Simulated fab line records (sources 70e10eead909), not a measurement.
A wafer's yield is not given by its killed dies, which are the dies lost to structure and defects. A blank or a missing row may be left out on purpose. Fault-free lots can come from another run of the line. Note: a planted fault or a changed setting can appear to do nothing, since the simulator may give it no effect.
Matching of chambers | flow nand_harc | NHARC_A_CONTACT_DEP_29 on pecvd-01 has 3 sister chambers
The step deposits SiON, target thk 70 nm. 6 wafers are shown with their chamber, then 8 later ones without.

== WAFERS, EACH WITH ITS CHAMBER ==
wafer  | chamber | heater_power_w (W)
L752.2 | 2       | 743
L752.3 | 1       | 666
L752.5 | 2       | 746
L758.2 | 1       | 572
L758.4 | 0       | 1060
L760.2 | 0       | 1024

== WAFERS WITH NO CHAMBER GIVEN ==
wafer  | heater_power_w (W)
L760.3 | 683
L760.4 | 704
L759.1 | 628
L759.2 | 898
L759.5 | 909
L761.1 | 994
L761.2 | 607
L761.6 | 980

== EACH ONE'S CHAMBER ==
wafer  | from the rows above     | in truth
L760.3 | can't be placed: 2 or 1 | 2
L760.4 | can't be placed: 2 or 1 | 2
L759.1 | 1                       | 1
L759.2 | can't be placed: 0 or 2 | 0
L759.5 | can't be placed: 0 or 2 | 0
L761.1 | 0                       | 0
L761.2 | 1                       | 1
L761.6 | 0                       | 0
Correctly placed: 4 of 8. Not placeable from these rows: 4 (in 4, the candidates include the true chamber). Placed wrongly: 0.
How it was worked out, from the rows above alone: a wafer's distance from a chamber is the root of the sum, over the readings, of the square of ((its reading less the chamber's mean) divided by the reading's scatter). The wafer belongs to the nearest chamber; if the next one is less than 2 further off, it can't be placed. A chamber's mean is the mean of its shown wafers. The scatter is the square root of a quotient: the sum, over the shown wafers, of each reading's squared deviation from its chamber's mean, divided by wafers minus chambers.
